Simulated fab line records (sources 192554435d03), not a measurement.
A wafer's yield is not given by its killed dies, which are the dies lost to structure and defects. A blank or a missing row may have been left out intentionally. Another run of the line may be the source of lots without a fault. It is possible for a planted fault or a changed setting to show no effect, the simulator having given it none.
Which of the tools did it? | flow n5 finfet | Sampling: 24 lots, 72 wafers, 6 of 1938 route steps

## WHAT THE GAUGES READ, wafer by wafer
N5_BEOL_M12_CD_MEAS_28: the cd target is 160.2 nm.
lot  | measured     | on        | cd nm (nm)
L074 | day 10 14:32 | cd sem-03 | 160.8 162.2 159.0
L075 | day 11 00:18 | cd sem-02 | 159.3 158.3 157.8
L076 | day 11 09:56 | cd sem-03 | 160.1 162.6 160.4
L077 | day 11 19:40 | cd sem-03 | 159.3 161.0 160.6
L079 | day 12 05:11 | cd sem-03 | 159.8 161.0 160.7
L080 | day 12 05:29 | cd sem-01 | 158.6 160.6 160.4
L078 | day 12 08:03 | cd sem-01 | 160.2 158.8 160.2
L081 | day 12 11:17 | cd sem-02 | 157.7 159.2 157.3
L082 | day 12 21:38 | cd sem-03 | 158.8 159.9 159.2
L085 | day 13 08:14 | cd sem-02 | 158.4 157.5 159.3
L083 | day 13 13:54 | cd sem-01 | 160.7 160.7 160.1
L084 | day 13 19:51 | cd sem-02 | 162.3 162.1 160.7
L087 | day 14 00:41 | cd sem-03 | 161.1 162.0 164.0
L086 | day 14 03:55 | cd sem-01 | 159.1 159.2 159.2
L090 | day 14 17:08 | cd sem-03 | 159.5 158.9 160.3
L088 | day 14 20:18 | cd sem-03 | 160.6 162.2 159.2
L091 | day 15 01:32 | cd sem-02 | 159.7 161.4 159.7
L089 | day 15 08:04 | cd sem-03 | 159.8 160.6 159.9
L092 | day 15 11:34 | cd sem-01 | 159.9 159.6 161.4
L093 | day 15 16:16 | cd sem-03 | 161.1 161.3 161.0
L094 | day 16 00:32 | cd sem-03 | 158.9 157.2 157.8
L095 | day 16 11:30 | cd sem-02 | 159.6 160.2 160.8
L096 | day 16 11:55 | cd sem-02 | 160.9 160.6 160.6
L097 | day 16 22:52 | cd sem-02 | 157.8 158.4 159.0

N5_BEOL_M13_OVL_MEAS_11.
lot  | measured     | on         | V12_OVL (nm)
L074 | day 10 19:02 | overlay-01 | 2 -2 -1
L075 | day 11 08:58 | overlay-02 | -3 -2 -6
L076 | day 11 14:56 | overlay-02 | -5 -4 -8
L077 | day 12 00:03 | overlay-02 | -17 -9 -6
L079 | day 12 10:34 | overlay-02 | 1 0 1
L080 | day 12 10:05 | overlay-01 | -3 -2 -2
L078 | day 12 12:17 | overlay-02 | -4 9 -4
L081 | day 12 15:20 | overlay-02 | -10 -11 -4
L082 | day 13 04:01 | overlay-02 | -2 -6 0
L085 | day 13 11:27 | overlay-01 | -5 1 2
L083 | day 13 18:00 | overlay-02 | 5 6 4
L084 | day 14 02:55 | overlay-01 | 10 15 11
L087 | day 14 04:35 | overlay-01 | -7 4 0
L086 | day 14 10:17 | overlay-02 | 2 0 2
L090 | day 14 22:53 | overlay-02 | -1 -11 -2
L088 | day 15 01:16 | overlay-01 | 9 12 8
L091 | day 15 06:08 | overlay-01 | 9 1 -2
L089 | day 15 11:02 | overlay-02 | 1 2 -4
L092 | day 15 16:11 | overlay-01 | 9 -2 2
L093 | day 15 19:29 | overlay-02 | -2 -2 -6
L094 | day 16 05:49 | overlay-02 | -1 0 1
L095 | day 16 16:24 | overlay-01 | -5 6 -6
L096 | day 16 17:57 | overlay-02 | -2 0 1
L097 | day 17 04:52 | overlay-01 | 1 0 1

## TOOL THAT RAN EACH LOT (tool first, then ch and the chambers of the sampled wafers, then the start)
lot  | N5_BEOL_M11_ANNEAL_51            | N5_BEOL_M12_ETCH_59                | N5_BEOL_M12_ETCH_38                | N5_BEOL_M12_SPUTTER_44
L074 | rtp anneal-01 ch 0, day 10 12:23 | rie diel-05 ch 1,2,3, day 10 13:45 | rie diel-01 ch 0,2, day 10 16:56   | pvd sputter-03, day 10 17:25
L075 | rtp anneal-01 ch 0, day 10 21:46 | rie diel-02 ch 0,2,3, day 10 23:29 | rie diel-01 ch 0,2,3, day 11 04:31 | pvd sputter-01, day 11 07:11
L076 | rtp anneal-01 ch 0, day 11 07:26 | rie diel-05 ch 0,3, day 11 09:02   | rie diel-05 ch 0,3, day 11 12:43   | pvd sputter-01, day 11 13:11
L077 | rtp anneal-02 ch 0, day 11 17:38 | rie diel-05 ch 2,3, day 11 18:52   | rie diel-01 ch 0,1, day 11 21:53   | pvd sputter-01, day 11 22:26
L079 | rtp anneal-01 ch 0, day 12 02:51 | rie diel-01 ch 1,2, day 12 04:16   | rie diel-02 ch 0,1,3, day 12 08:25 | pvd sputter-01, day 12 08:57
L080 | rtp anneal-02 ch 0, day 12 03:04 | rie diel-01 ch 1,2,3, day 12 04:35 | rie diel-02 ch 1,2,3, day 12 07:44 | pvd sputter-03, day 12 08:28
L078 | rtp anneal-01 ch 0, day 12 05:56 | rie diel-02 ch 1,2, day 12 07:08   | rie diel-02 ch 0,1,3, day 12 09:29 | pvd sputter-02, day 12 10:33
L081 | rtp anneal-01 ch 0, day 12 09:15 | rie diel-01 ch 0,1,2, day 12 10:30 | rie diel-01 ch 0,1, day 12 12:49   | pvd sputter-03, day 12 13:43
L082 | rtp anneal-01 ch 0, day 12 19:16 | rie diel-01 ch 0,1, day 12 20:40   | rie diel-01 ch 0,1,2, day 13 01:28 | pvd sputter-02, day 13 02:17
L085 | rtp anneal-01 ch 0, day 13 05:50 | rie diel-02 ch 0,2,3, day 13 07:19 | rie diel-02 ch 1,2,3, day 13 09:12 | pvd sputter-02, day 13 09:49
L083 | rtp anneal-01 ch 0, day 13 11:46 | rie diel-05 ch 1,2, day 13 13:05   | rie diel-01 ch 1,3, day 13 15:16   | pvd sputter-03, day 13 15:56
L084 | rtp anneal-01 ch 0, day 13 17:19 | rie diel-02 ch 0,2,3, day 13 19:04 | rie diel-02 ch 1,2,3, day 13 23:24 | pvd sputter-02, day 14 00:02
L087 | rtp anneal-02 ch 0, day 13 22:24 | rie diel-02 ch 2,3, day 13 23:54   | rie diel-01 ch 1,2, day 14 02:16   | pvd sputter-03, day 14 02:50
L086 | rtp anneal-02 ch 0, day 14 00:03 | rie diel-01 ch 0,1, day 14 02:34   | rie diel-05 ch 0,1,2, day 14 08:06 | pvd sputter-02, day 14 08:40
L090 | rtp anneal-02 ch 0, day 14 14:46 | rie diel-02 ch 1,2,3, day 14 16:14 | rie diel-05 ch 0,2, day 14 19:59   | pvd sputter-02, day 14 20:38
L088 | rtp anneal-02 ch 0, day 14 18:04 | rie diel-05 ch 1,2,3, day 14 19:26 | rie diel-02 ch 0,2, day 14 21:14   | pvd sputter-01, day 14 23:39
L091 | rtp anneal-02 ch 0, day 14 23:13 | rie diel-02 ch 0,2, day 15 00:34   | rie diel-01 ch 0,2, day 15 02:27   | pvd sputter-01, day 15 04:25
L089 | rtp anneal-01 ch 0, day 15 05:32 | rie diel-05 ch 0,2,3, day 15 07:09 | rie diel-01 ch 0,1,2, day 15 09:04 | pvd sputter-01, day 15 09:26
L092 | rtp anneal-02 ch 0, day 15 09:20 | rie diel-05 ch 1,3, day 15 10:47   | rie diel-05 ch 1,3, day 15 12:53   | pvd sputter-03, day 15 13:41
L093 | rtp anneal-02 ch 0, day 15 14:08 | rie diel-02 ch 1,2,3, day 15 15:29 | rie diel-01 ch 1,2,3, day 15 17:12 | pvd sputter-01, day 15 17:45
L094 | rtp anneal-02 ch 0, day 15 22:11 | rie diel-02 ch 1,2,3, day 15 23:38 | rie diel-05 ch 0,1,3, day 16 03:39 | pvd sputter-02, day 16 04:11
L095 | rtp anneal-02 ch 0, day 16 09:16 | rie diel-01 ch 1,2,3, day 16 10:35 | rie diel-02 ch 0,1,2, day 16 13:38 | pvd sputter-01, day 16 14:28
L096 | rtp anneal-02 ch 0, day 16 09:38 | rie diel-01 ch 0,2,3, day 16 11:00 | rie diel-05 ch 0,1,2, day 16 14:43 | pvd sputter-03, day 16 15:52
L097 | rtp anneal-01 ch 0, day 16 20:26 | rie diel-01 ch 0,1,3, day 16 21:57 | rie diel-05 ch 0,1,3, day 17 02:26 | pvd sputter-02, day 17 02:56
- N5_BEOL_M11_ANNEAL_51: time 90 s.
- N5_BEOL_M12_ETCH_59: etches BARC in N2/H2, target depth 89 nm, overetch 26.7 nm, time 67.9 s.
- N5_BEOL_M12_ETCH_38: etches SiCN in CF4/N2, target depth 68.7 nm, time 73.4 s.
- N5_BEOL_M12_SPUTTER_44: material Ta, target thk 10 nm, time 16.13 s.

## WHAT THE TOOLS THEMSELVES READ (means of the sampled wafers that have a number; where no wafer has one, the mark that the record gives instead)
N5_BEOL_M11_ANNEAL_51.
lot  | tool          | anneal temp c max | wafer_temp_C_max
L074 | rtp anneal-01 | 225.3             | 226.2
L075 | rtp anneal-01 | 225.6             | 226.5
L076 | rtp anneal-01 | 225.8             | 226.5
L077 | rtp anneal-02 | 226.9             | 226.2
L079 | rtp anneal-01 | 225.5             | 226.0
L080 | rtp anneal-02 | 227.0             | 226.0
L078 | rtp anneal-01 | 225.9             | 226.3
L081 | rtp anneal-01 | 225.6             | 226.0
L082 | rtp anneal-01 | 225.5             | 226.2
L085 | rtp anneal-01 | 225.5             | 226.4
L083 | rtp anneal-01 | 225.5             | 226.3
L084 | rtp anneal-01 | 225.8             | 226.1
L087 | rtp anneal-02 | 227.1             | 226.0
L086 | rtp anneal-02 | 227.0             | 226.0
L090 | rtp anneal-02 | 226.9             | 226.1
L088 | rtp anneal-02 | 226.8             | 225.9
L091 | rtp anneal-02 | 226.9             | 225.9
L089 | rtp anneal-01 | 225.7             | 226.2
L092 | rtp anneal-02 | 226.5             | 226.1
L093 | rtp anneal-02 | 227.2             | 226.0
L094 | rtp anneal-02 | 226.9             | 226.1
L095 | rtp anneal-02 | 226.3             | 226.0
L096 | rtp anneal-02 | 226.6             | 226.0
L097 | rtp anneal-01 | 225.7             | 226.5

N5_BEOL_M12_ETCH_59.
lot  | tool        | bias w (W) | chamber pressure mTorr (mTorr) | drypump motor current A (A) | oes product au (a.u.) | rf vpp V (V) | showerhead plenum p Torr (Torr) | throttle valve pct (%)
L074 | rie diel-05 | 150.1      | 29.988                         | 5.6                         | 0.66                  | 521.7        | 2.47                            | 17.91
L075 | rie diel-02 | 149.7      | 30.027                         | 5.8                         | 0.64                  | 522.4        | 2.51                            | 18.00
L076 | rie diel-05 | 150.0      | 30.006                         | 5.5                         | 0.67                  | 522.2        | 2.50                            | 18.02
L077 | rie diel-05 | 150.3      | 30.006                         | 5.5                         | 0.59                  | 521.3        | 2.47                            | 18.22
L079 | rie diel-01 | 149.8      | 29.985                         | 5.7                         | 0.78                  | 522.6        | 2.49                            | 17.78
L080 | rie diel-01 | 149.9      | 30.017                         | 5.4                         | 0.73                  | 522.0        | 2.50                            | 17.89
L078 | rie diel-02 | 149.8      | 30.013                         | 6.0                         | 0.61                  | 522.9        | 2.53                            | 18.18
L081 | rie diel-01 | 150.0      | 30.008                         | 6.0                         | 0.75                  | 522.3        | 2.48                            | 17.67
L082 | rie diel-01 | 150.1      | 30.009                         | 6.0                         | 0.77                  | 522.7        | 2.48                            | 17.61
L085 | rie diel-02 | 150.0      | 30.008                         | 5.9                         | 0.63                  | 522.8        | 2.50                            | 18.03
L083 | rie diel-05 | 149.9      | 29.974                         | 5.4                         | 0.64                  | 520.2        | 2.43                            | 17.88
L084 | rie diel-02 | 150.2      | 30.011                         | 5.9                         | 0.62                  | 523.3        | 2.50                            | 18.04
L087 | rie diel-02 | 150.3      | 29.976                         | 6.0                         | 0.61                  | 523.3        | 2.53                            | 18.21
L086 | rie diel-01 | 149.8      | 29.983                         | 6.3                         | 0.72                  | 522.0        | 2.48                            | 17.57
L090 | rie diel-02 | 150.0      | 30.027                         | 6.1                         | 0.60                  | 522.6        | 2.53                            | 18.02
L088 | rie diel-05 | 150.0      | 30.007                         | 5.6                         | 0.71                  | 522.4        | 2.46                            | 17.83
L091 | rie diel-02 | 149.9      | 29.999                         | 5.8                         | 0.61                  | 521.6        | 2.46                            | 18.07
L089 | rie diel-05 | 149.8      | 29.988                         | 5.3                         | 0.71                  | 521.6        | 2.46                            | 17.85
L092 | rie diel-05 | 150.4      | 29.994                         | 5.8                         | 0.78                  | 523.3        | 2.48                            | 17.76
L093 | rie diel-02 | 150.0      | 30.002                         | 6.0                         | 0.60                  | 522.4        | 2.52                            | 18.04
L094 | rie diel-02 | 149.6      | 30.023                         | 6.1                         | 0.60                  | 523.3        | 2.52                            | 18.03
L095 | rie diel-01 | 150.2      | 29.975                         | 5.4                         | 0.74                  | 522.5        | 2.48                            | 17.82
L096 | rie diel-01 | 149.9      | 30.013                         | 5.7                         | 0.72                  | 522.1        | 2.48                            | 17.79
L097 | rie diel-01 | 149.5      | 29.990                         | 5.7                         | 0.73                  | 521.7        | 2.48                            | 17.72

N5_BEOL_M12_ETCH_38.
lot  | tool        | bias w (W) | cf4 flow sccm (sccm) | chamber pressure mTorr (mTorr) | drypump motor current A (A) | oes product au (a.u.) | rf vpp V (V) | showerhead plenum p Torr (Torr) | throttle valve pct (%)
L074 | rie diel-01 | 70.10      | 60.22                | 40.03                          | 6.2                         | 0.87                  | 381.5        | 2.158                           | 15.19
L075 | rie diel-01 | 69.96      | 59.95                | 40.00                          | 5.7                         | 0.81                  | 381.3        | 2.166                           | 15.42
L076 | rie diel-05 | 69.90      | 60.15                | 40.01                          | 5.5                         | 0.78                  | 380.8        | 2.172                           | 15.64
L077 | rie diel-01 | 69.91      | 60.01                | 39.97                          | 6.3                         | 0.89                  | 381.1        | 2.155                           | 15.11
L079 | rie diel-02 | 69.90      | 59.93                | 40.03                          | 5.9                         | 0.73                  | 381.1        | 2.175                           | 15.42
L080 | rie diel-02 | 70.09      | 59.88                | 40.02                          | 6.0                         | 0.72                  | 381.8        | 2.199                           | 15.58
L078 | rie diel-02 | 69.87      | 60.01                | 39.99                          | 5.9                         | 0.73                  | 381.7        | 2.175                           | 15.42
L081 | rie diel-01 | 70.08      | 59.96                | 39.98                          | 6.0                         | 0.92                  | 381.6        | 2.160                           | 15.14
L082 | rie diel-01 | 70.10      | 60.03                | 39.99                          | 6.0                         | 0.89                  | 381.3        | 2.155                           | 15.26
L085 | rie diel-02 | 70.09      | 60.10                | 39.99                          | 6.0                         | 0.71                  | 381.8        | 2.196                           | 15.60
L083 | rie diel-01 | 69.94      | 60.05                | 39.99                          | 5.5                         | 0.86                  | 380.7        | 2.167                           | 15.37
L084 | rie diel-02 | 70.15      | 59.87                | 39.96                          | 6.0                         | 0.70                  | 381.9        | 2.195                           | 15.60
L087 | rie diel-01 | 70.12      | 59.97                | 40.01                          | 5.7                         | 0.88                  | 381.5        | 2.156                           | 15.41
L086 | rie diel-05 | 69.95      | 59.91                | 40.03                          | 5.4                         | 0.82                  | 380.4        | 2.137                           | 15.27
L090 | rie diel-05 | 69.84      | 60.12                | 40.00                          | 5.1                         | 0.75                  | 380.8        | 2.115                           | 15.46
L088 | rie diel-02 | 70.03      | 60.07                | 40.02                          | 5.9                         | 0.71                  | 381.2        | 2.162                           | 15.84
L091 | rie diel-01 | 69.94      | 60.07                | 39.99                          | 6.2                         | 0.81                  | 380.2        | 2.141                           | 15.29
L089 | rie diel-01 | 70.23      | 59.99                | 39.99                          | 6.0                         | 0.84                  | 380.3        | 2.147                           | 15.31
L092 | rie diel-05 | 70.22      | 60.00                | 40.03                          | 5.8                         | 0.91                  | 381.7        | 2.161                           | 15.38
L093 | rie diel-01 | 69.87      | 60.16                | 39.98                          | 5.4                         | 0.89                  | 380.3        | 2.158                           | 15.36
L094 | rie diel-05 | 69.89      | 60.06                | 40.03                          | 5.6                         | 0.88                  | 381.4        | 2.157                           | 15.24
L095 | rie diel-02 | 70.09      | 59.97                | 39.99                          | 5.9                         | 0.69                  | 381.6        | 2.157                           | 15.67
L096 | rie diel-05 | 69.91      | 60.20                | 39.98                          | 5.4                         | 0.78                  | 379.8        | 2.129                           | 15.33
L097 | rie diel-05 | 70.14      | 59.92                | 40.04                          | 5.6                         | 0.86                  | 381.5        | 2.154                           | 15.27

N5_BEOL_M12_SPUTTER_44.
lot  | tool           | throttle valve pct (%)
L074 | pvd sputter-03 | 30.5
L075 | pvd sputter-01 | 30.1
L076 | pvd sputter-01 | 30.4
L077 | pvd sputter-01 | 30.1
L079 | pvd sputter-01 | 30.1
L080 | pvd sputter-03 | 30.3
L078 | pvd sputter-02 | 30.8
L081 | pvd sputter-03 | 30.1
L082 | pvd sputter-02 | 30.6
L085 | pvd sputter-02 | 30.6
L083 | pvd sputter-03 | 30.0
L084 | pvd sputter-02 | 30.8
L087 | pvd sputter-03 | 30.0
L086 | pvd sputter-02 | 30.6
L090 | pvd sputter-02 | 30.8
L088 | pvd sputter-01 | 30.4
L091 | pvd sputter-01 | 30.4
L089 | pvd sputter-01 | 30.6
L092 | pvd sputter-03 | 30.0
L093 | pvd sputter-01 | 30.3
L094 | pvd sputter-02 | 30.4
L095 | pvd sputter-01 | 30.1
L096 | pvd sputter-03 | 30.0
L097 | pvd sputter-02 | 30.5

## THE ANSWER, worked out from the rows above alone
Rule: usual is defined by the lots themselves. The widest of any qualifying gaps counts: lots, ordered by their means at a reading, are off when they make up no more than a third of the lots, leave a main group of 4 or more, and stand apart from it by 3 or more times the standard deviation of that group's means. A main group is skipped when, at the precision printed for the reading in the tables above, its means are all equal. Also off: a lot with no number at a reading for which 4 or more lots have one. Any other lot the step has rows for is counted as sound. First the gauges in route order, then the tools' own readings, where a lot's mean is used as printed above. At the first step where some lot is off, the reading lying furthest off is the one used; lots without a number count as furthest.
No lot is off on any of the readings shown, so nothing can be concluded from this.

## WHAT WAS PUT IN BY THE SIMULATOR
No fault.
